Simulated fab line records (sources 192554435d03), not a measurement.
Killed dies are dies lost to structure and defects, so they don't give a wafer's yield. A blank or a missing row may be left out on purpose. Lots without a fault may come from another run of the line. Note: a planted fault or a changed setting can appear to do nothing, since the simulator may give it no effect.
Which tool was responsible?    flow n5 finfet    8 lots, 24 wafers sampled, at 3 steps of a route of 1938

## WHAT EACH GAUGE READ, for each wafer
N5_BEOL_M2_INSPECT_30: inspects for defects (brightfield).
lot   measured      on                 raw defect count
L405  day 6 20:34   defect inspect-02  282 309 216
L406  day 6 22:36   defect inspect-02  552 405 319
L408  day 7 17:10   defect inspect-01  328 397 289
L415  day 9 16:01   defect inspect-02  1606 1554 1602
L416  day 9 16:25   defect inspect-02  1577 1639 1757
L420  day 10 16:31  defect inspect-01  282 305 429
L425  day 12 06:56  defect inspect-01  457 305 437
L427  day 12 16:05  defect inspect-01  320 384 332

## EACH LOT AND THE TOOL THAT RAN IT (in order: tool; ch and the chambers of the sampled wafers; start)
lot   N5_BEOL_M2_ETCH_64                  N5_BEOL_M2_STRIP_66
L405  rie diel-02 ch 0,3, day 6 19:40     rie diel-02 ch 0,3, day 6 19:48
L406  rie diel-02 ch 0,3, day 6 21:49     rie diel-02 ch 0,3, day 6 21:57
L408  rie diel-04 ch 0,2, day 7 16:17     rie diel-04 ch 0,2, day 7 16:25
L415  rie diel-02 ch 0,1,3, day 9 15:10   rie diel-02 ch 0,1,3, day 9 15:15
L416  rie diel-02 ch 0,1, day 9 15:31     rie diel-02 ch 0,1, day 9 15:39
L420  rie diel-04 ch 0,2,3, day 10 15:37  rie diel-04 ch 0,2,3, day 10 15:45
L425  rie diel-05 ch 0,2,3, day 12 06:02  rie diel-05 ch 0,2,3, day 12 06:10
L427  rie diel-05 ch 0,3, day 12 15:11    rie diel-05 ch 0,3, day 12 15:20
- N5_BEOL_M2_ETCH_64: etches SOC in N2/H2, target depth 75 nm, overetch 22.5 nm, time 121.9 s.
- N5_BEOL_M2_STRIP_66: strips in CF4.

## THE ANSWER, worked out from the rows above alone
Rule: the lots themselves supply what counts as usual. The widest of any qualifying gaps counts: lots, ordered by their means at a reading, are off when they make up no more than a third of the lots, leave a main group of 4 or more, and stand apart from it by 3 or more times the standard deviation of that group's means. A main group is skipped when, at the precision printed for the reading in the tables above, its means are all equal. A lot without any number at a reading at which 4 lots or more have one is off too. Any other lot the step has rows for is counted as sound.
Off: L415, L416 (N5_BEOL_M2_INSPECT_30, raw defect count). Main group: mean 353, sd 50.
If a tool, at a process step before that reading, ran all the lots that are off and no sound lot after the first of them, it fits. Those tools and the gauges at N5_BEOL_M2_INSPECT_30 are tried in the same way. This does not decide it: 2 tools fit, namely rie diel-02 at N5_BEOL_M2_ETCH_64 and N5_BEOL_M2_STRIP_66 and defect inspect-02 at N5_BEOL_M2_INSPECT_30.

## WHAT THE SIMULATOR HAD INSERTED
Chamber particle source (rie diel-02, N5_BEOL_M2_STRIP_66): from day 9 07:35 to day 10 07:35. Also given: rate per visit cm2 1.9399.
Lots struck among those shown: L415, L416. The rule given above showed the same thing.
